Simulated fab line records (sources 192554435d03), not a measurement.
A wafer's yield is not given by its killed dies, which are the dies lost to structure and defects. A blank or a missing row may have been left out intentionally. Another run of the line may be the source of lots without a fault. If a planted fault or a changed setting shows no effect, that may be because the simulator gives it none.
Which tool was responsible? :: flow n5_finfet :: 72 wafers from 24 lots sampled at 6 of the route's 1938 steps

WHAT THE GAUGES SHOWED, per wafer
N5_BEOL_M10_INSPECT_30: inspects for defects (brightfield).
lot: L074
measured: day 10 15:38
on: defect_inspect-02
raw_defect_count: 380 509 424

lot: L075
measured: day 11 04:23
on: defect_inspect-02
raw_defect_count: 545 371 378

lot: L076
measured: day 11 08:31
on: defect_inspect-02
raw_defect_count: 432 391 454

lot: L079
measured: day 11 13:54
on: defect_inspect-01
raw_defect_count: 464 383 387

lot: L077
measured: day 11 14:07
on: defect_inspect-01
raw_defect_count: 411 443 481

lot: L078
measured: day 11 14:10
on: defect_inspect-01
raw_defect_count: 488 553 514

lot: L080
measured: day 12 07:17
on: defect_inspect-02
raw_defect_count: 397 548 401

lot: L083
measured: day 12 07:27
on: defect_inspect-01
raw_defect_count: 322 315 538

lot: L081
measured: day 12 07:37
on: defect_inspect-01
raw_defect_count: 339 428 287

lot: L082
measured: day 12 10:14
on: defect_inspect-01
raw_defect_count: 495 431 482

lot: L084
measured: day 12 16:51
on: defect_inspect-02
raw_defect_count: 418 609 305

lot: L085
measured: day 13 03:48
on: defect_inspect-01
raw_defect_count: 407 476 410

lot: L087
measured: day 13 22:19
on: defect_inspect-02
raw_defect_count: 496 394 472

lot: L086
measured: day 13 22:29
on: defect_inspect-01
raw_defect_count: 398 457 497

lot: L089
measured: day 14 04:40
on: defect_inspect-02
raw_defect_count: 489 518 540

lot: L088
measured: day 14 11:04
on: defect_inspect-01
raw_defect_count: 410 377 422

lot: L091
measured: day 14 13:17
on: defect_inspect-02
raw_defect_count: 592 429 620

lot: L090
measured: day 14 19:55
on: defect_inspect-02
raw_defect_count: 428 321 391

lot: L093
measured: day 15 01:59
on: defect_inspect-01
raw_defect_count: 299 322 459

lot: L092
measured: day 15 13:00
on: defect_inspect-02
raw_defect_count: 466 470 500

lot: L094
measured: day 16 01:53
on: defect_inspect-02
raw_defect_count: 308 351 414

lot: L095
measured: day 16 08:19
on: defect_inspect-02
raw_defect_count: 414 385 394

lot: L096
measured: day 16 11:07
on: defect_inspect-02
raw_defect_count: 382 396 479

lot: L097
measured: day 16 13:55
on: defect_inspect-02
raw_defect_count: 460 444 470

N5_BEOL_M10_INSPECT_58: inspects for defects (darkfield).
lot: L074
measured: day 10 18:48
on: defect_inspect-01
raw_defect_count: 47 41 57

lot: L075
measured: day 11 07:31
on: defect_inspect-02
raw_defect_count: 104 41 74

lot: L076
measured: day 11 12:55
on: defect_inspect-01
raw_defect_count: 112 98 84

lot: L079
measured: day 11 17:34
on: defect_inspect-02
raw_defect_count: 40 56 47

lot: L077
measured: day 11 17:38
on: defect_inspect-02
raw_defect_count: 85 94 119

lot: L078
measured: day 11 17:52
on: defect_inspect-02
raw_defect_count: 70 96 98

lot: L080
measured: day 12 10:38
on: defect_inspect-02
raw_defect_count: 111 79 63

lot: L083
measured: day 12 11:26
on: defect_inspect-01
raw_defect_count: 118 72 55

lot: L081
measured: day 12 12:16
on: defect_inspect-02
raw_defect_count: 67 81 65

lot: L082
measured: day 12 14:53
on: defect_inspect-01
raw_defect_count: 49 46 55

lot: L084
measured: day 12 19:54
on: defect_inspect-02
raw_defect_count: 107 75 130

lot: L085
measured: day 13 07:50
on: defect_inspect-02
raw_defect_count: 57 88 77

lot: L087
measured: day 14 01:03
on: defect_inspect-01
raw_defect_count: 56 79 53

lot: L086
measured: day 14 02:58
on: defect_inspect-01
raw_defect_count: 67 81 83

lot: L089
measured: day 14 08:04
on: defect_inspect-02
raw_defect_count: 106 95 107

lot: L088
measured: day 14 14:11
on: defect_inspect-01
raw_defect_count: 63 95 74

lot: L091
measured: day 14 17:10
on: defect_inspect-01
raw_defect_count: 37 72 65

lot: L090
measured: day 14 22:53
on: defect_inspect-01
raw_defect_count: 89 97 100

lot: L093
measured: day 15 06:52
on: defect_inspect-01
raw_defect_count: 37 40 105

lot: L092
measured: day 15 18:47
on: defect_inspect-01
raw_defect_count: 70 41 52

lot: L094
measured: day 16 06:59
on: defect_inspect-02
raw_defect_count: 54 99 58

lot: L095
measured: day 16 13:46
on: defect_inspect-02
raw_defect_count: 94 97 52

lot: L096
measured: day 16 16:02
on: defect_inspect-02
raw_defect_count: 91 65 84

lot: L097
measured: day 16 18:19
on: defect_inspect-01
raw_defect_count: 138 47 44

N5_BEOL_M11_OVL_MEAS_29.
lot: L074
measured: day 11 00:34
on: overlay-02
V10_OVL (nm): -0.2 -0.7 0.4

lot: L075
measured: day 11 10:40
on: overlay-01
V10_OVL (nm): 0.5 -0.7 -1.0

lot: L076
measured: day 11 16:31
on: overlay-02
V10_OVL (nm): 1.2 0.3 0.2

lot: L079
measured: day 11 21:23
on: overlay-02
V10_OVL (nm): -0.1 -0.4 -1.7

lot: L077
measured: day 11 21:44
on: overlay-02
V10_OVL (nm): 0.1 0.7 1.5

lot: L078
measured: day 11 21:34
on: overlay-02
V10_OVL (nm): 0.2 0.5 -0.8

lot: L080
measured: day 12 14:53
on: overlay-02
V10_OVL (nm): 1.2 0.6 0.1

lot: L083
measured: day 12 15:25
on: overlay-02
V10_OVL (nm): 0.9 1.0 2.2

lot: L081
measured: day 12 16:57
on: overlay-02
V10_OVL (nm): 0.7 1.0 2.0

lot: L082
measured: day 12 17:48
on: overlay-02
V10_OVL (nm): -0.8 -1.2 -1.6

lot: L084
measured: day 13 03:47
on: overlay-02
V10_OVL (nm): -1.1 -0.5 0.8

lot: L085
measured: day 13 13:47
on: overlay-01
V10_OVL (nm): 1.0 0.0 -0.5

lot: L087
measured: day 14 04:27
on: overlay-01
V10_OVL (nm): 1.3 0.9 0.4

lot: L086
measured: day 14 11:02
on: overlay-01
V10_OVL (nm): 2.0 0.0 2.0

lot: L089
measured: day 14 14:50
on: overlay-02
V10_OVL (nm): 0.0 -1.3 -0.6

lot: L088
measured: day 14 20:01
on: overlay-01
V10_OVL (nm): 0.0 -0.9 1.2

lot: L091
measured: day 15 00:33
on: overlay-02
V10_OVL (nm): 0.9 -0.1 1.1

lot: L090
measured: day 15 02:07
on: overlay-01
V10_OVL (nm): -0.5 0.1 0.6

lot: L093
measured: day 15 10:50
on: overlay-01
V10_OVL (nm): -0.1 -0.2 0.2

lot: L092
measured: day 16 02:10
on: overlay-01
V10_OVL (nm): 1.3 1.3 1.1

lot: L094
measured: day 16 09:47
on: overlay-01
V10_OVL (nm): 0.6 0.9 -0.4

lot: L095
measured: day 16 17:51
on: overlay-01
V10_OVL (nm): -0.5 -2.0 -0.6

lot: L096
measured: day 16 19:48
on: overlay-02
V10_OVL (nm): -0.1 -0.1 -0.1

lot: L097
measured: day 16 21:22
on: overlay-02
V10_OVL (nm): -1.3 -0.5 -0.2

EACH LOT AND THE TOOL THAT RAN IT (in order: tool; ch and the chambers of the sampled wafers; start)
lot: L074
N5_BEOL_M10_DESCUM_33: rie_diel-01 ch 0,2,3, day 10 15:40
N5_BEOL_M11_HM_DEP_02: pvd_sputter-03, day 10 20:40
N5_BEOL_M11_ETCH_61: rie_diel-05 ch 0,2,3, day 10 21:17

lot: L075
N5_BEOL_M10_DESCUM_33: rie_diel-03 ch 1,2,3, day 11 04:25
N5_BEOL_M11_HM_DEP_02: pvd_sputter-03, day 11 08:54
N5_BEOL_M11_ETCH_61: rie_diel-02 ch 0,2,3, day 11 09:23

lot: L076
N5_BEOL_M10_DESCUM_33: rie_diel-06 ch 2,3, day 11 09:41
N5_BEOL_M11_HM_DEP_02: pvd_sputter-01, day 11 14:48
N5_BEOL_M11_ETCH_61: rie_diel-04 ch 0,3, day 11 15:22

lot: L079
N5_BEOL_M10_DESCUM_33: rie_diel-03 ch 0,1,2, day 11 13:56
N5_BEOL_M11_HM_DEP_02: pvd_sputter-01, day 11 18:52
N5_BEOL_M11_ETCH_61: rie_diel-05 ch 0,1,3, day 11 19:25

lot: L077
N5_BEOL_M10_DESCUM_33: rie_diel-06 ch 0,1, day 11 14:09
N5_BEOL_M11_HM_DEP_02: pvd_sputter-02, day 11 19:06
N5_BEOL_M11_ETCH_61: rie_diel-05 ch 0,1,2, day 11 19:55

lot: L078
N5_BEOL_M10_DESCUM_33: rie_diel-03 ch 0,2,3, day 11 14:32
N5_BEOL_M11_HM_DEP_02: pvd_sputter-01, day 11 19:02
N5_BEOL_M11_ETCH_61: rie_diel-04 ch 0,2,3, day 11 19:40

lot: L080
N5_BEOL_M10_DESCUM_33: rie_diel-06 ch 0,3, day 12 07:19
N5_BEOL_M11_HM_DEP_02: pvd_sputter-01, day 12 13:31
N5_BEOL_M11_ETCH_61: rie_diel-02 ch 0,2, day 12 14:08

lot: L083
N5_BEOL_M10_DESCUM_33: rie_diel-01 ch 0,1,3, day 12 07:51
N5_BEOL_M11_HM_DEP_02: pvd_sputter-01, day 12 13:53
N5_BEOL_M11_ETCH_61: rie_diel-04 ch 0,1,3, day 12 14:33

lot: L081
N5_BEOL_M10_DESCUM_33: rie_diel-06 ch 1,2,3, day 12 08:11
N5_BEOL_M11_HM_DEP_02: pvd_sputter-01, day 12 14:15
N5_BEOL_M11_ETCH_61: rie_diel-04 ch 0,1,3, day 12 14:50

lot: L082
N5_BEOL_M10_DESCUM_33: rie_diel-01 ch 1,2, day 12 10:25
N5_BEOL_M11_HM_DEP_02: pvd_sputter-02, day 12 16:21
N5_BEOL_M11_ETCH_61: rie_diel-02 ch 0,2, day 12 16:51

lot: L084
N5_BEOL_M10_DESCUM_33: rie_diel-01 ch 1,2,3, day 12 16:53
N5_BEOL_M11_HM_DEP_02: pvd_sputter-01, day 12 21:21
N5_BEOL_M11_ETCH_61: rie_diel-04 ch 0,3, day 12 21:52

lot: L085
N5_BEOL_M10_DESCUM_33: rie_diel-06 ch 1,2,3, day 13 03:50
N5_BEOL_M11_HM_DEP_02: pvd_sputter-03, day 13 09:15
N5_BEOL_M11_ETCH_61: rie_diel-04 ch 2,3, day 13 09:52

lot: L087
N5_BEOL_M10_DESCUM_33: rie_diel-01 ch 0,3, day 13 22:21
N5_BEOL_M11_HM_DEP_02: pvd_sputter-01, day 14 02:40
N5_BEOL_M11_ETCH_61: rie_diel-04 ch 2,3, day 14 03:30

lot: L086
N5_BEOL_M10_DESCUM_33: rie_diel-03 ch 0,2,3, day 13 22:55
N5_BEOL_M11_HM_DEP_02: pvd_sputter-03, day 14 04:50
N5_BEOL_M11_ETCH_61: rie_diel-02 ch 0,1,3, day 14 05:58

lot: L089
N5_BEOL_M10_DESCUM_33: rie_diel-06 ch 0,3, day 14 04:42
N5_BEOL_M11_HM_DEP_02: pvd_sputter-01, day 14 11:53
N5_BEOL_M11_ETCH_61: rie_diel-02 ch 1,2,3, day 14 12:31

lot: L088
N5_BEOL_M10_DESCUM_33: rie_diel-03 ch 0,2,3, day 14 11:06
N5_BEOL_M11_HM_DEP_02: pvd_sputter-01, day 14 15:37
N5_BEOL_M11_ETCH_61: rie_diel-04 ch 0,1,2, day 14 16:14

lot: L091
N5_BEOL_M10_DESCUM_33: rie_diel-03 ch 2,3, day 14 13:19
N5_BEOL_M11_HM_DEP_02: pvd_sputter-02, day 14 20:48
N5_BEOL_M11_ETCH_61: rie_diel-02 ch 0,1,2, day 14 21:25

lot: L090
N5_BEOL_M10_DESCUM_33: rie_diel-03 ch 0,1,3, day 14 19:57
N5_BEOL_M11_HM_DEP_02: pvd_sputter-02, day 15 00:46
N5_BEOL_M11_ETCH_61: rie_diel-04 ch 1,3, day 15 01:16

lot: L093
N5_BEOL_M10_DESCUM_33: rie_diel-01 ch 0,2,3, day 15 02:05
N5_BEOL_M11_HM_DEP_02: pvd_sputter-02, day 15 08:28
N5_BEOL_M11_ETCH_61: rie_diel-05 ch 0,1,3, day 15 09:20

lot: L092
N5_BEOL_M10_DESCUM_33: rie_diel-03 ch 0,1,2, day 15 13:08
N5_BEOL_M11_HM_DEP_02: pvd_sputter-02, day 15 21:10
N5_BEOL_M11_ETCH_61: rie_diel-02 ch 0,2,3, day 15 22:02

lot: L094
N5_BEOL_M10_DESCUM_33: rie_diel-01 ch 1,2,3, day 16 02:00
N5_BEOL_M11_HM_DEP_02: pvd_sputter-01, day 16 08:12
N5_BEOL_M11_ETCH_61: rie_diel-04 ch 2,3, day 16 08:49

lot: L095
N5_BEOL_M10_DESCUM_33: rie_diel-06 ch 0,2,3, day 16 08:22
N5_BEOL_M11_HM_DEP_02: pvd_sputter-03, day 16 14:53
N5_BEOL_M11_ETCH_61: rie_diel-05 ch 0,1, day 16 15:30

lot: L096
N5_BEOL_M10_DESCUM_33: rie_diel-03 ch 0,2,3, day 16 11:08
N5_BEOL_M11_HM_DEP_02: pvd_sputter-03, day 16 18:14
N5_BEOL_M11_ETCH_61: rie_diel-02 ch 1,2, day 16 18:48

lot: L097
N5_BEOL_M10_DESCUM_33: rie_diel-06 ch 0,2,3, day 16 14:09
N5_BEOL_M11_HM_DEP_02: pvd_sputter-02, day 16 20:00
N5_BEOL_M11_ETCH_61: rie_diel-02 ch 0,1,3, day 16 20:37
- N5_BEOL_M10_DESCUM_33: chemistry O2, time 7.9 s.
- N5_BEOL_M11_HM_DEP_02: deposits TiN, target thk 20 nm.
- N5_BEOL_M11_ETCH_61: etches SiARC in CF4, target depth 39 nm, time 65 s.

AS READ BY THE TOOLS THEMSELVES (means over the sampled wafers that have a number; for cases with no such wafer, the mark the record gives instead)
N5_BEOL_M10_DESCUM_33.
lot: L074
tool: rie_diel-01
drypump_motor_current_A (A): 6.0
oes_product_au (a.u.): 0.84
rf_vpp_V (V): 244.6
showerhead_plenum_p_Torr (Torr): 2.17
throttle_valve_pct (%): 20.18

lot: L075
tool: rie_diel-03
drypump_motor_current_A (A): 5.5
oes_product_au (a.u.): 0.75
rf_vpp_V (V): 243.9
showerhead_plenum_p_Torr (Torr): 2.11
throttle_valve_pct (%): 20.64

lot: L076
tool: rie_diel-06
drypump_motor_current_A (A): 6.0
oes_product_au (a.u.): 0.96
rf_vpp_V (V): 243.1
showerhead_plenum_p_Torr (Torr): 2.11
throttle_valve_pct (%): 20.11

lot: L079
tool: rie_diel-03
drypump_motor_current_A (A): 5.2
oes_product_au (a.u.): 0.78
rf_vpp_V (V): 244.7
showerhead_plenum_p_Torr (Torr): 2.13
throttle_valve_pct (%): 20.47

lot: L077
tool: rie_diel-06
drypump_motor_current_A (A): 6.3
oes_product_au (a.u.): 0.69
rf_vpp_V (V): 243.9
showerhead_plenum_p_Torr (Torr): 2.17
throttle_valve_pct (%): 20.58

lot: L078
tool: rie_diel-03
drypump_motor_current_A (A): 5.4
oes_product_au (a.u.): 0.81
rf_vpp_V (V): 242.7
showerhead_plenum_p_Torr (Torr): 2.09
throttle_valve_pct (%): 20.52

lot: L080
tool: rie_diel-06
drypump_motor_current_A (A): 5.5
oes_product_au (a.u.): 0.82
rf_vpp_V (V): 244.4
showerhead_plenum_p_Torr (Torr): 2.21
throttle_valve_pct (%): 20.48

lot: L083
tool: rie_diel-01
drypump_motor_current_A (A): 6.2
oes_product_au (a.u.): 0.86
rf_vpp_V (V): 243.8
showerhead_plenum_p_Torr (Torr): 2.18
throttle_valve_pct (%): 20.14

lot: L081
tool: rie_diel-06
drypump_motor_current_A (A): 6.1
oes_product_au (a.u.): 0.85
rf_vpp_V (V): 243.5
showerhead_plenum_p_Torr (Torr): 2.15
throttle_valve_pct (%): 20.34

lot: L082
tool: rie_diel-01
drypump_motor_current_A (A): 5.4
oes_product_au (a.u.): 0.84
rf_vpp_V (V): 245.3
showerhead_plenum_p_Torr (Torr): 2.19
throttle_valve_pct (%): 20.05

lot: L084
tool: rie_diel-01
drypump_motor_current_A (A): 5.9
oes_product_au (a.u.): 0.87
rf_vpp_V (V): 244.3
showerhead_plenum_p_Torr (Torr): 2.18
throttle_valve_pct (%): 20.09

lot: L085
tool: rie_diel-06
drypump_motor_current_A (A): 6.1
oes_product_au (a.u.): 0.84
rf_vpp_V (V): 244.2
showerhead_plenum_p_Torr (Torr): 2.15
throttle_valve_pct (%): 20.34

lot: L087
tool: rie_diel-01
drypump_motor_current_A (A): 6.5
oes_product_au (a.u.): 0.81
rf_vpp_V (V): 243.1
showerhead_plenum_p_Torr (Torr): 2.14
throttle_valve_pct (%): 20.25

lot: L086
tool: rie_diel-03
drypump_motor_current_A (A): 5.4
oes_product_au (a.u.): 0.79
rf_vpp_V (V): 242.8
showerhead_plenum_p_Torr (Torr): 2.08
throttle_valve_pct (%): 20.56

lot: L089
tool: rie_diel-06
drypump_motor_current_A (A): 5.6
oes_product_au (a.u.): 0.93
rf_vpp_V (V): 244.2
showerhead_plenum_p_Torr (Torr): 2.18
throttle_valve_pct (%): 20.27

lot: L088
tool: rie_diel-03
drypump_motor_current_A (A): 5.4
oes_product_au (a.u.): 0.79
rf_vpp_V (V): 242.8
showerhead_plenum_p_Torr (Torr): 2.08
throttle_valve_pct (%): 20.56

lot: L091
tool: rie_diel-03
drypump_motor_current_A (A): 5.7
oes_product_au (a.u.): 0.75
rf_vpp_V (V): 242.4
showerhead_plenum_p_Torr (Torr): 2.05
throttle_valve_pct (%): 20.73

lot: L090
tool: rie_diel-03
drypump_motor_current_A (A): 5.5
oes_product_au (a.u.): 0.75
rf_vpp_V (V): 243.5
showerhead_plenum_p_Torr (Torr): 2.09
throttle_valve_pct (%): 20.47

lot: L093
tool: rie_diel-01
drypump_motor_current_A (A): 6.0
oes_product_au (a.u.): 0.78
rf_vpp_V (V): 244.0
showerhead_plenum_p_Torr (Torr): 2.16
throttle_valve_pct (%): 20.24

lot: L092
tool: rie_diel-03
drypump_motor_current_A (A): 5.2
oes_product_au (a.u.): 0.76
rf_vpp_V (V): 243.1
showerhead_plenum_p_Torr (Torr): 2.12
throttle_valve_pct (%): 20.52

lot: L094
tool: rie_diel-01
drypump_motor_current_A (A): 5.9
oes_product_au (a.u.): 0.83
rf_vpp_V (V): 243.6
showerhead_plenum_p_Torr (Torr): 2.17
throttle_valve_pct (%): 20.11

lot: L095
tool: rie_diel-06
drypump_motor_current_A (A): 5.8
oes_product_au (a.u.): 0.88
rf_vpp_V (V): 244.1
showerhead_plenum_p_Torr (Torr): 2.13
throttle_valve_pct (%): 20.24

lot: L096
tool: rie_diel-03
drypump_motor_current_A (A): 5.4
oes_product_au (a.u.): 0.76
rf_vpp_V (V): 242.8
showerhead_plenum_p_Torr (Torr): 2.07
throttle_valve_pct (%): 20.58

lot: L097
tool: rie_diel-06
drypump_motor_current_A (A): 5.8
oes_product_au (a.u.): 0.88
rf_vpp_V (V): 244.0
showerhead_plenum_p_Torr (Torr): 2.13
throttle_valve_pct (%): 20.25

N5_BEOL_M11_HM_DEP_02.
lot: L074
tool: pvd_sputter-03
throttle_valve_pct (%): 29.6

lot: L075
tool: pvd_sputter-03
throttle_valve_pct (%): 29.8

lot: L076
tool: pvd_sputter-01
throttle_valve_pct (%): 30.4

lot: L079
tool: pvd_sputter-01
throttle_valve_pct (%): 31.2

lot: L077
tool: pvd_sputter-02
throttle_valve_pct (%): 30.5

lot: L078
tool: pvd_sputter-01
throttle_valve_pct (%): 31.4

lot: L080
tool: pvd_sputter-01
throttle_valve_pct (%): 31.4

lot: L083
tool: pvd_sputter-01
throttle_valve_pct (%): 31.3

lot: L081
tool: pvd_sputter-01
throttle_valve_pct (%): 31.0

lot: L082
tool: pvd_sputter-02
throttle_valve_pct (%): 29.5

lot: L084
tool: pvd_sputter-01
throttle_valve_pct (%): 30.8

lot: L085
tool: pvd_sputter-03
throttle_valve_pct (%): 29.9

lot: L087
tool: pvd_sputter-01
throttle_valve_pct (%): 30.5

lot: L086
tool: pvd_sputter-03
throttle_valve_pct (%): 29.7

lot: L089
tool: pvd_sputter-01
throttle_valve_pct (%): 30.2

lot: L088
tool: pvd_sputter-01
throttle_valve_pct (%): 31.0

lot: L091
tool: pvd_sputter-02
throttle_valve_pct (%): 30.0

lot: L090
tool: pvd_sputter-02
throttle_valve_pct (%): 29.6

lot: L093
tool: pvd_sputter-02
throttle_valve_pct (%): 30.6

lot: L092
tool: pvd_sputter-02
throttle_valve_pct (%): 30.6

lot: L094
tool: pvd_sputter-01
throttle_valve_pct (%): 31.4

lot: L095
tool: pvd_sputter-03
throttle_valve_pct (%): 31.0

lot: L096
tool: pvd_sputter-03
throttle_valve_pct (%): 29.8

lot: L097
tool: pvd_sputter-02
throttle_valve_pct (%): 30.1

N5_BEOL_M11_ETCH_61.
lot: L074
tool: rie_diel-05
drypump_motor_current_A (A): 5.8
etch_rf_on_time_s (s): 65.8
oes_product_au (a.u.): 0.70
rf_vpp_V (V): 184.3
showerhead_plenum_p_Torr (Torr): 2.16
throttle_valve_pct (%): 15.61

lot: L075
tool: rie_diel-02
drypump_motor_current_A (A): 5.4
etch_rf_on_time_s (s): 65.5
oes_product_au (a.u.): 0.67
rf_vpp_V (V): 184.8
showerhead_plenum_p_Torr (Torr): 2.21
throttle_valve_pct (%): 15.55

lot: L076
tool: rie_diel-04
drypump_motor_current_A (A): 5.8
etch_rf_on_time_s (s): 65.5
oes_product_au (a.u.): 0.69
rf_vpp_V (V): 185.2
showerhead_plenum_p_Torr (Torr): 2.17
throttle_valve_pct (%): 15.63

lot: L079
tool: rie_diel-05
drypump_motor_current_A (A): 5.8
etch_rf_on_time_s (s): 65.1
oes_product_au (a.u.): 0.66
rf_vpp_V (V): 184.8
showerhead_plenum_p_Torr (Torr): 2.15
throttle_valve_pct (%): 15.65

lot: L077
tool: rie_diel-05
drypump_motor_current_A (A): 5.8
etch_rf_on_time_s (s): 65.7
oes_product_au (a.u.): 0.66
rf_vpp_V (V): 184.5
showerhead_plenum_p_Torr (Torr): 2.17
throttle_valve_pct (%): 15.68

lot: L078
tool: rie_diel-04
drypump_motor_current_A (A): 6.0
etch_rf_on_time_s (s): 65.6
oes_product_au (a.u.): 0.69
rf_vpp_V (V): 184.6
showerhead_plenum_p_Torr (Torr): 2.16
throttle_valve_pct (%): 15.65

lot: L080
tool: rie_diel-02
drypump_motor_current_A (A): 5.4
etch_rf_on_time_s (s): 65.5
oes_product_au (a.u.): 0.72
rf_vpp_V (V): 184.9
showerhead_plenum_p_Torr (Torr): 2.22
throttle_valve_pct (%): 15.34

lot: L083
tool: rie_diel-04
drypump_motor_current_A (A): 5.6
etch_rf_on_time_s (s): 65.3
oes_product_au (a.u.): 0.70
rf_vpp_V (V): 184.2
showerhead_plenum_p_Torr (Torr): 2.13
throttle_valve_pct (%): 15.52

lot: L081
tool: rie_diel-04
drypump_motor_current_A (A): 5.6
etch_rf_on_time_s (s): 65.6
oes_product_au (a.u.): 0.69
rf_vpp_V (V): 183.7
showerhead_plenum_p_Torr (Torr): 2.13
throttle_valve_pct (%): 15.51

lot: L082
tool: rie_diel-02
drypump_motor_current_A (A): 5.5
etch_rf_on_time_s (s): 66.8
oes_product_au (a.u.): 0.67
rf_vpp_V (V): 184.9
showerhead_plenum_p_Torr (Torr): 2.18
throttle_valve_pct (%): 15.44

lot: L084
tool: rie_diel-04
drypump_motor_current_A (A): 5.8
etch_rf_on_time_s (s): 64.7
oes_product_au (a.u.): 0.66
rf_vpp_V (V): 184.9
showerhead_plenum_p_Torr (Torr): 2.15
throttle_valve_pct (%): 15.58

lot: L085
tool: rie_diel-04
drypump_motor_current_A (A): 5.9
etch_rf_on_time_s (s): 65.6
oes_product_au (a.u.): 0.70
rf_vpp_V (V): 184.6
showerhead_plenum_p_Torr (Torr): 2.18
throttle_valve_pct (%): 15.75

lot: L087
tool: rie_diel-04
drypump_motor_current_A (A): 6.2
etch_rf_on_time_s (s): 65.5
oes_product_au (a.u.): 0.70
rf_vpp_V (V): 184.8
showerhead_plenum_p_Torr (Torr): 2.17
throttle_valve_pct (%): 15.75

lot: L086
tool: rie_diel-02
drypump_motor_current_A (A): 5.2
etch_rf_on_time_s (s): 66.0
oes_product_au (a.u.): 0.69
rf_vpp_V (V): 184.4
showerhead_plenum_p_Torr (Torr): 2.22
throttle_valve_pct (%): 15.51

lot: L089
tool: rie_diel-02
drypump_motor_current_A (A): 5.2
etch_rf_on_time_s (s): 66.5
oes_product_au (a.u.): 0.65
rf_vpp_V (V): 184.0
showerhead_plenum_p_Torr (Torr): 2.17
throttle_valve_pct (%): 15.59

lot: L088
tool: rie_diel-04
drypump_motor_current_A (A): 5.9
etch_rf_on_time_s (s): 64.3
oes_product_au (a.u.): 0.69
rf_vpp_V (V): 183.8
showerhead_plenum_p_Torr (Torr): 2.12
throttle_valve_pct (%): 15.54

lot: L091
tool: rie_diel-02
drypump_motor_current_A (A): 5.3
etch_rf_on_time_s (s): 65.7
oes_product_au (a.u.): 0.70
rf_vpp_V (V): 183.4
showerhead_plenum_p_Torr (Torr): 2.19
throttle_valve_pct (%): 15.38

lot: L090
tool: rie_diel-04
drypump_motor_current_A (A): 5.6
etch_rf_on_time_s (s): 65.4
oes_product_au (a.u.): 0.70
rf_vpp_V (V): 184.0
showerhead_plenum_p_Torr (Torr): 2.14
throttle_valve_pct (%): 15.65

lot: L093
tool: rie_diel-05
drypump_motor_current_A (A): 5.8
etch_rf_on_time_s (s): 64.6
oes_product_au (a.u.): 0.64
rf_vpp_V (V): 183.7
showerhead_plenum_p_Torr (Torr): 2.14
throttle_valve_pct (%): 15.71

lot: L092
tool: rie_diel-02
drypump_motor_current_A (A): 5.4
etch_rf_on_time_s (s): 66.1
oes_product_au (a.u.): 0.63
rf_vpp_V (V): 185.3
showerhead_plenum_p_Torr (Torr): 2.20
throttle_valve_pct (%): 15.61

lot: L094
tool: rie_diel-04
drypump_motor_current_A (A): 6.2
etch_rf_on_time_s (s): 64.8
oes_product_au (a.u.): 0.68
rf_vpp_V (V): 184.3
showerhead_plenum_p_Torr (Torr): 2.17
throttle_valve_pct (%): 15.78

lot: L095
tool: rie_diel-05
drypump_motor_current_A (A): 6.0
etch_rf_on_time_s (s): 64.7
oes_product_au (a.u.): 0.60
rf_vpp_V (V): 184.9
showerhead_plenum_p_Torr (Torr): 2.17
throttle_valve_pct (%): 15.88

lot: L096
tool: rie_diel-02
drypump_motor_current_A (A): 5.1
etch_rf_on_time_s (s): 66.4
oes_product_au (a.u.): 0.68
rf_vpp_V (V): 184.6
showerhead_plenum_p_Torr (Torr): 2.15
throttle_valve_pct (%): 15.43

lot: L097
tool: rie_diel-02
drypump_motor_current_A (A): 5.2
etch_rf_on_time_s (s): 66.0
oes_product_au (a.u.): 0.67
rf_vpp_V (V): 185.3
showerhead_plenum_p_Torr (Torr): 2.21
throttle_valve_pct (%): 15.54

THE ANSWER, worked out from the rows above alone
Rule: the usual values come from the lots themselves. The widest of any qualifying gaps counts: lots, ordered by their means at a reading, are off when they make up no more than a third of the lots, leave a main group of 4 or more, and stand apart from it by 3 or more times the standard deviation of that group's means. If all means in a main group match to the digits the tables above print for the reading, that group is not used. A lot without any number at a reading at which 4 lots or more have one is off too. Where the step has rows for the other lots, those lots are counted as sound. First the gauges in route order, then the tools' own readings, where a lot's mean is used as printed above. The first step at which some lot is off is used, and at that step the reading that is off furthest; a lot without a number counts as furthest.
Nothing can be told from this: no lot is off at any reading shown.

WHAT THE SIMULATOR PUT IN
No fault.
